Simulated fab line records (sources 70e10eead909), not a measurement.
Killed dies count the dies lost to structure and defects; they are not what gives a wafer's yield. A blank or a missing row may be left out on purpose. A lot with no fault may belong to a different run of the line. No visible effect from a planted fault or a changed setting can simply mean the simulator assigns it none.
fab line records | flow nand-harc
record lots=14 wafers=39 last-day=24
route steps=1159 shown P_BONDPAD@379 A_SOURCE_PLATE@420 A_ONON_D1@436
lots with no fault: from the same line, run without faults
start-h: the number of hours between the record's first day and the start of the first shown wafer of the lot | wait-h: hours elapsed since this lot's preceding step | " the same as in the row above | L1.1+2: several wafers, shown together as one row | - no value, or no start given | * or withheld: withheld | < > ~ a bound
route shown NAME@n: NAME is a module with steps in the file, n the number in the route of the first one | usual: mean and standard deviation over wafers with no fault | same: alike in all rows | chamber/n: place in a boat | sites: per-site readings | _std_site: the standard deviation of these | _edge_site: the outer-site mean with the inner-site mean subtracted | radius-mm: for every site, how far away it sits from the centre of the wafer | mask NAME#n: copy n | behind: the most recent tool/chamber to have shaped the wafer | hold: why the lot was held/for how many hours/how that ended | device: the n, p or np transistor that did not switch | end of line: tests run on the same wafers once the route is complete | for a step that has no rows: nothing shown but its recipe | killed: not the wafer's yield, but the dies lost to structure and defects at the first sort | map: a wafer's dies, x killed, . not, _ none there
set.NAME: the run value of the setting; set.NAME@STEP: its run value at that earlier step | model.NAME: the simulator's own value behind a step, which no gauge read
steps of the route over a sample of lots; a table a step, a row a wafer
services: the hour from which a tool's chamber was out of use, counted from the record's first day as start-h (under 0 if before that day), plus the number of hours and why
## steps
# step NHARC_P_BONDPAD_ANNEAL_28
# recipe temp-c=225 time-s=90
# usual wafer_temp_C_max=226.37/0.28
# columns lot.wafer tool chamber start-h wait-h wafer_temp_C_max
L939.2 rtp-anneal-02 0 132.59 - 225.86
L939.4 " 0 " " 226.41
L939.5 " 0 " " 226.07
L943.3 rtp-anneal-01 0 148.72 0.3 226.38
L943.4 " 0 " " 226.36
L943.5 " 0 " " 226.78
L942.1 rtp-anneal-01 0 149.47 0.3 226.80
L942.2 " 0 " " 226.45
L942.4 " 0 " " 226.25
L944.1 rtp-anneal-01 0 169.26 - 226.68
L944.5 " 0 " " 226.24
L944.6 " 0 " " 226.22
L945.3 rtp-anneal-01 0 170.00 0.3 226.93
L945.4 " 0 " " 226.02
L945.5 " 0 " " 226.22
L948.1 rtp-anneal-02 0 189.64 0.3 226.35
L948.3 " 0 " " 226.27
L948.5 " 0 " " 226.19
L947.3 rtp-anneal-01 0 190.31 - 226.67
L947.4 " 0 " " 226.30
L947.6 " 0 " " 226.27
L949.1 rtp-anneal-02 0 199.90 - 226.62
L949.3 " 0 " " 226.15
L949.6 " 0 " " 226.77
L950.3 rtp-anneal-01 0 206.17 0.4 226.35
L950.4 " 0 " " 226.41
L950.5 " 0 " " 226.35
L953.1 rtp-anneal-02 0 220.74 - 226.24
L953.4 " 0 " " 226.34
L955.1 rtp-anneal-01 0 234.01 - 227.31
L955.2 " 0 " " 226.80
L956.1 rtp-anneal-02 0 242.49 - 226.47
L956.2 " 0 " " 225.79
L961.2 rtp-anneal-01 0 260.03 - 226.38
L961.4 " 0 " " 226.66
L961.6 " 0 " " 226.39
L962.1 rtp-anneal-02 0 264.25 - 226.16
L962.2 " 0 " " 226.69
L962.4 " 0 " " 226.30
# step NHARC_P_BONDPAD_ACTIVATE_29
# recipe time-s=60 n2-flow-sccm=200 ar-flow-sccm=0 bias-power-w=0 chemistry=N2
# usual drypump-motor-current-A=5.5/0.42 oes-product-au=1.003/0.0078 rf-vpp-V=64.5/0.91 showerhead-plenum-p-Torr=1.87/0.062
# columns lot.wafer tool chamber start-h wait-h drypump-motor-current-A oes-product-au rf-hours-counter-h rf-vpp-V showerhead-plenum-p-Torr
L939.4 rie-diel-12 3 133.49 0.1 5.7 1.003 38 64.9 1.78
L939.2 " 0 " " 6.1 1.012 38 64.5 1.87
L939.5 " 3 " " 5.7 1.000 - 63.5 1.78
L943.4 rie-diel-11 1 149.56 0.1 5.6 1.005 13 65.4 1.88
L943.3 " 3 " " 5.6 0.994 13 62.6 1.91
L943.5 " 1 " " 5.6 1.003 - 63.7 1.88
L942.2 rie-diel-11 0 150.43 0.1 5.5 1.002 13 63.8 1.90
L942.1 " 3 " " 5.6 0.990 13 66.8 1.91
L942.4 " 0 " " 5.5 0.995 - 64.4 1.90
L944.1 rie-diel-11 1 170.22 0.1 5.6 1.004 15 64.9 1.88
L944.6 " 0 " " 5.5 1.003 - 65.0 1.90
L944.5 " 1 " " 5.6 1.015 - 64.8 1.88
L945.4 rie-diel-11 1 170.84 0.1 5.6 1.014 15 64.4 1.88
L945.3 " 3 " " 5.6 1.002 15 63.5 1.91
L945.5 " 1 " " 5.6 1.007 - 65.2 1.88
L948.3 rie-diel-06 3 190.63 0.1 5.5 1.000 40 65.4 1.91
L948.1 " 1 " " 6.3 1.010 39 63.7 1.66
L948.5 " 2 " " 5.8 1.011 - 65.3 1.87
L947.4 rie-diel-12 0 191.19 0.1 6.1 0.997 58 63.3 1.87
L947.3 " 1 " " 6.0 1.011 56 64.4 1.75
L947.6 " 2 " " 5.2 0.997 - 62.8 1.70
L949.1 rie-diel-11 3 200.86 0.1 5.7 1.010 0 64.1 1.91
L949.3 " 0 " " 5.5 1.004 0 64.8 1.90
L949.6 " 2 " " 4.7 1.006 - 64.8 1.90
L950.3 rie-diel-11 3 207.02 0.1 5.6 1.014 0 64.3 1.91
L950.4 " 2 " " 4.7 1.000 0 64.2 1.90
L950.5 " 0 " " 5.5 1.002 - 65.4 1.90
L953.4 rie-diel-11 1 221.69 0.1 5.6 1.014 2 64.0 1.88
L953.1 " 3 " " 5.6 1.006 2 65.4 1.91
L955.1 rie-diel-11 1 234.98 0.1 5.6 1.006 3 65.2 1.87
L955.2 " 2 " " 4.7 1.002 3 65.6 1.90
L956.1 rie-diel-11 1 243.51 0.1 5.6 1.009 4 62.9 1.87
L956.2 " 3 " " 5.6 1.004 4 63.9 1.91
L961.4 rie-diel-06 2 260.92 0.1 5.8 0.997 4 64.1 1.86
L961.2 " 3 " " 5.5 0.995 4 63.3 1.90
L961.6 " 1 " " 6.4 0.994 - 63.5 1.65
L962.2 rie-diel-11 2 265.18 0.1 4.6 1.009 6 64.5 1.90
L962.1 " 3 " " 5.7 0.993 6 64.9 1.91
L962.4 " 1 " " 5.6 1.010 7 65.6 1.87
# step NHARC_A_SOURCE_PLATE_THK_MEAS_06
# recipe thk-meas-gauge=ellipsometry
# usual thk-nm=200.2/1.8
# columns lot.wafer tool chamber start-h wait-h thk-nm
L939.2 film-metro-02 - 154.82 0.4 199.9
L939.4 " - " " 199.1
L939.5 " - " " 199.2
L942.1 film-metro-02 - 171.60 0.4 200.1
L942.2 " - " " 200.6
L942.4 " - " " 200.4
L943.3 film-metro-02 - 171.60 0.4 201.8
L943.4 " - " " 202.1
L943.5 " - " " 203.3
L944.1 film-metro-01 - 196.63 0.4 200.2
L944.5 " - " " 202.3
L944.6 " - " " 201.8
L945.3 film-metro-02 - 196.63 0.4 200.3
L945.4 " - " " 201.6
L945.5 " - " " 200.9
L948.1 film-metro-01 - 215.35 0.4 201.3
L948.3 " - " " 203.4
L948.5 " - " " 199.8
L947.3 film-metro-02 - 215.37 0.4 201.6
L947.4 " - " " 201.7
L947.6 " - " " 200.2
L949.1 film-metro-02 - 224.95 0.4 200.7
L949.3 " - " " 201.5
L949.6 " - " " 201.0
L950.3 film-metro-01 - 233.69 0.4 202.2
L950.4 " - " " 201.3
L950.5 " - " " 204.3
L953.1 film-metro-01 - 247.60 0.4 200.7
L953.4 " - " " 201.9
L955.1 film-metro-02 - 256.94 0.4 200.0
L955.2 " - " " 201.2
L956.1 film-metro-02 - 264.34 0.4 197.5
L956.2 " - " " 199.0
L961.2 film-metro-02 - 284.47 0.4 200.6
L961.4 " - " " 200.8
L961.6 " - " " 200.7
L962.1 film-metro-01 - 288.38 0.4 198.6
L962.2 " - " " 200.7
L962.4 " - " " 197.8
# step NHARC_A_ONON_D1_DEP_16
# recipe target-thk-a=10000 n2-flow-sccm=2750 n2o-flow-sccm=2000 nh3-flow-sccm=500 sih4-flow-sccm=210 temp-c=400
# columns lot.wafer tool chamber start-h wait-h
L939.2+4+5 pecvd-onon-04 0 165.15 0.1
L942.1+2+4 pecvd-onon-03 0 182.11 0.1
L943.3+4+5 pecvd-onon-01 0 182.22 0.2
L945.3+4+5 pecvd-onon-04 0 206.23 0.2
L944.1+5+6 pecvd-onon-04 0 206.46 0.4
L948.1+3+5 pecvd-onon-04 0 224.95 0.1
L947.3+4+6 pecvd-onon-01 0 225.06 0.2
L949.1+3+6 pecvd-onon-01 0 234.42 0.1
L950.3+4+5 pecvd-onon-03 0 243.39 0.2
L953.1+4 pecvd-onon-01 0 258.67 0.1
L955.1+2 pecvd-onon-01 0 266.52 0.2
L956.1+2 pecvd-onon-01 0 274.77 0.1
L961.2+4+6 pecvd-onon-04 0 294.01 0.1
L962.1+2+4 pecvd-onon-03 0 297.85 0.1
# step NHARC_A_ONON_D1_THK_MEAS_18
# recipe thk-meas-gauge=ellipsometry
# usual thk-nm=1003/11
# columns lot.wafer tool chamber start-h wait-h thk-nm
L939.2 film-metro-02 - 165.60 - 1008
L939.4 " - " " 1004
L939.5 " - " " 1007
L943.3 film-metro-02 - 182.62 - 999
L943.4 " - " " 997
L943.5 " - " " 995
L942.1 film-metro-02 - 182.62 - 1002
L942.2 " - " " 1002
L942.4 " - " " 1000
L945.3 film-metro-01 - 206.62 - 993
L945.4 " - " " 995
L945.5 " - " " 994
L944.1 film-metro-01 - 206.97 - 974
L944.5 " - " " 975
L944.6 " - " " 976
L948.1 film-metro-02 - 225.46 - 1017
L948.3 " - " " 1015
L948.5 " - " " 1015
L947.3 film-metro-01 - 225.46 - 1018
L947.4 " - " " 1019
L947.6 " - " " 1020
L949.1 film-metro-01 - 234.93 - 1011
L949.3 " - " " 1012
L949.6 " - " " 1011
L950.3 film-metro-01 - 243.78 - 990
L950.4 " - " " 990
L950.5 " - " " 988
L953.1 film-metro-02 - 259.17 - 1092
L953.4 " - " " 1004
L955.1 film-metro-01 - 267.03 - 1084
L955.2 " - " " 1084
L956.1 film-metro-02 - 275.28 - 1099
L956.2 " - " " 1099
L961.2 film-metro-02 - 294.46 - 980
L961.4 " - " " 981
L961.6 " - " " 982
L962.1 film-metro-01 - 298.36 - 1001
L962.2 " - " " 1000
L962.4 " - " " 999
## services
# columns tool chamber start-h hours kind
rie-diel-11 2 109.19 7.4 repair
rie-diel-12 2 113.53 6.6 repair
pecvd-onon-04 - 118.10 1.8 repair
rie-diel-11 0 119.52 - clean
rie-diel-11 1 119.52 - clean
rie-diel-11 2 119.52 - clean
rie-diel-11 3 119.52 - clean
rie-diel-12 3 138.02 3.7 repair
rie-diel-11 0 144.02 - clean
rie-diel-11 1 144.02 - clean
rie-diel-11 2 144.02 - clean
rie-diel-11 3 144.02 - clean
rie-diel-11 2 149.65 5.6 repair
pecvd-onon-03 - 153.00 13.0 pm
rie-diel-11 0 168.52 - clean
rie-diel-11 1 168.52 - clean
rie-diel-12 3 170.97 13.6 repair
rie-diel-11 - 189.50 9.0 pm
pecvd-onon-01 - 195.00 13.0 pm
rie-diel-12 2 200.30 15.2 repair
rie-diel-12 - 202.84 9.0 pm
pecvd-onon-04 - 237.16 13.0 pm
rie-diel-06 - 241.34 9.0 pm
rie-diel-06 - 288.22 5.2 repair
## key
first-sign step=NHARC_A_ONON_D1_THK_MEAS_18 reading=thk-nm direction=up sigmas=8.2 usual=1003 struck=1091
effect none on later readings
met-at NHARC_A_ONON_D1_DEP_16
struck-lots L953,L955,L956
struck-wafers L953.1,L955.1,L955.2,L956.1,L956.2
sort-left-out L953.1
tester-left-out L953,L955,L956
not-acting-at NHARC_P_BONDPAD_ANNEAL_28,NHARC_P_BONDPAD_ACTIVATE_29,NHARC_A_SOURCE_PLATE_THK_MEAS_06
onset-between 234.42 258.67
fault kind=process-parameter-drift tool=pecvd-onon-01 chamber=- onset-h=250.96 steps=NHARC_A_ONON_D1_DEP_16 channel=target-thk-a offset=* shape=step end-h=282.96 scope=struck-wafers-only acts-in=* stated=*
# tester-left-out: of these lots the tester's yield and bins aren't shown, on N5 and GAA mostly nor the transistor test; their killed dies are dies lost to structure and defects alone, not to doping, threshold or leakage, so they don't give the yield
# sort-left-out: the simulated sort isn't trusted on such a fault, so these wafers' sort isn't shown, and their yield isn't known
